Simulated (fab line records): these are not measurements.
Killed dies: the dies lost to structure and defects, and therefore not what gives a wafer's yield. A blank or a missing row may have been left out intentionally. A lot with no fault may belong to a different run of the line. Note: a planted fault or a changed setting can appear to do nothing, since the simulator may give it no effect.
Matching of chambers -- flow nand harc -- rie diel-13 running NHARC_P_M2_ETCH_35: 4 sister chambers
The step etches the open film in N2/H2, target depth 40 nm, overetch 12 nm, time 43.94 s. 4 wafers are shown with their chamber, then 12 later ones without.

## WAFERS WITH THEIR CHAMBER
wafer,chamber,rf vpp V (V)
L088.5,1,431
L093.2,0,426
L093.3,2,434
L093.5,3,428

## WAFERS WITHOUT THEIR CHAMBER
wafer,rf vpp V (V)
L094.1,431
L094.4,428
L094.6,427
L095.2,436
L095.5,435
L095.6,428
L096.3,428
L096.5,435
L096.6,429
L097.1,428
L097.2,435
L097.4,431

## EACH ONE'S CHAMBER
wafer,from the rows above,in truth
L094.1,1,1
L094.4,3,3
L094.6,can't be placed: 0 or 3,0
L095.2,2,2
L095.5,2,2
L095.6,3,3
L096.3,3,3
L096.5,2,2
L096.6,can't be placed: 3 or 1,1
L097.1,3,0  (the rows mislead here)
L097.2,2,2
L097.4,1,1
9 of 12 placed correctly. Not placeable from these rows: 2 (in 2, the candidates include the true chamber). Wrongly placed: 1.
How it was worked out, from the rows above alone: a wafer's distance from a chamber is the root of the sum, over the readings, of the square of ((its reading less the chamber's mean) divided by the reading's scatter). If the next closest chamber is less than 2 further off than the closest, the wafer can't be placed; otherwise it belongs to the closest. A chamber's mean is the mean of its shown wafers. The scatter: root of mean squared gap, hidden wafer to nearest shown wafer, with one shown wafer a chamber.
